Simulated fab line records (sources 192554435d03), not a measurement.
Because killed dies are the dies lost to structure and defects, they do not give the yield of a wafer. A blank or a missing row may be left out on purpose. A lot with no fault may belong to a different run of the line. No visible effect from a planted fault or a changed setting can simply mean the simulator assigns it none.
Comparing a struck lot with a sound one ; flow n5_finfet ; 15 steps out of a route of 1938
Sound: the wafers L859.3, L859.4, L859.6. Struck: wafer L871.5 (left out: L871.3, a lot-mate that was not struck); the cause follows at the end.
For every step that has rows: the tool of each side, followed by ch and its chambers, followed by its first start. Under that, the readings that differ: sound wafers ; struck wafers ; difference of the means ; sigmas: that difference in standard deviations of wafers without a fault.
alike: readings whose means differ by less than 2 such deviations, and words and numbers that are the same on both sides. not compared: withheld readings, readings that some wafer has no value for, bounds like >300 that may hide the same value, and numbers for which the record gives no deviation and whose values overlap.
The two part at a step that has a row with sigmas, a row that says differs or no value, or rows on one side only. Non-overlapping numbers with no deviation appear without sigmas and do not part them. Lack of a reading on every wafer of one side parts them only where that side has two or more wafers.

N5_BEOL_M11_TRENCH_ETCH_37: etches SiCOH lowk in C4F6/O2, target depth 148.83 nm, time 48 s.
  sound on rie_diel-01 ch 2,3; struck on rie_diel-05 ch 2
reading;sound;struck;difference;sigmas
C4F6_flow_sccm (sccm);9.966 9.999 9.963;10.043;+0.067;+2
rf_vpp_V (V);691 668 691;644;-39;-3
  alike: drypump_motor_current_A, mfc_ar_sccm, oes_product_au, showerhead_plenum_p_Torr, throttle_valve_pct
  not compared: rf_hours_counter_h
then, 2 steps without rows for these wafers: N5_BEOL_M11_ETCH_41 (etches SiCN in CH3F/O2, target depth 42.6 nm, time 86 s); N5_BEOL_M11_STRIP_77 (strips in N2/H2, time 10 s).
N5_BEOL_M11_OCD_MEAS_38:
  sound on ocd-01, day 10 19:54; struck on ocd-01, day 13 21:02
  alike: trench_depth_nm
then, 4 steps without rows for these wafers: N5_BEOL_M11_HM_STRIP_39 (strips TiN in peroxide tin strip, target depth 25 nm, time 158 s); N5_BEOL_M11_SRD_40 (time 30 s); N5_BEOL_M11_PRECLEAN_42 (cleans in residue remover, time 60 s); N5_BEOL_M11_SRD_43 (time 30 s).
N5_BEOL_M11_CD_MEAS_35: the cd target is 70 nm.
  sound on cd_sem-02, day 10 20:03; struck on cd_sem-01, day 13 21:17
  alike: cd_nm
N5_BEOL_M11_CURE_72: cures SiCOH lowk, time 120 s.
  sound on uv_cure-02 ch 2, day 10 20:22; struck on uv_cure-02 ch 1, day 13 21:26
  alike: lamp_power_pct, wafer_temp_C_max
N5_BEOL_M11_DEGAS_44: time 60 s.
  sound on pvd_sputter-01, day 10 20:53; struck on pvd_sputter-03, day 13 22:18
  alike: heater_power_w
N5_BEOL_M11_PRE_CLEAN_45: time 30 s.
  sound on pvd_sputter-01, day 10 20:56; struck on pvd_sputter-03, day 13 22:20
  alike: heater_power_w
N5_BEOL_M11_ALD_74: deposits TaN, target thk 2 nm, pulse time 2 s, purge time 3 s.
  sound on ald_metal-04 ch 0,2, day 10 21:05; struck on ald_metal-03 ch 0, day 13 22:24
reading;sound;struck;difference;sigmas
ald_cycles;40 40 40;73;+33;
model.TaN_of_BEOL_M11_ALD_74.thk_nm (nm);2 2 2;3.6;+1.6;
  alike: heater_power_w
N5_BEOL_M11_SURFACE_TREAT_76:
  sound on pvd_sputter-01, day 10 21:23; struck on pvd_sputter-01, day 14 01:11
  not compared: throttle_valve_pct
N5_PASSIVATION_PROBE_49:
  the record has rows for the sound wafers here (prober-02, day 12 11:50) and none for the struck ones

== WHERE THEY PART ==
Earliest at N5_BEOL_M11_TRENCH_ETCH_37; latest, in this record, at N5_PASSIVATION_PROBE_49.

WHY: whatever the simulator had introduced
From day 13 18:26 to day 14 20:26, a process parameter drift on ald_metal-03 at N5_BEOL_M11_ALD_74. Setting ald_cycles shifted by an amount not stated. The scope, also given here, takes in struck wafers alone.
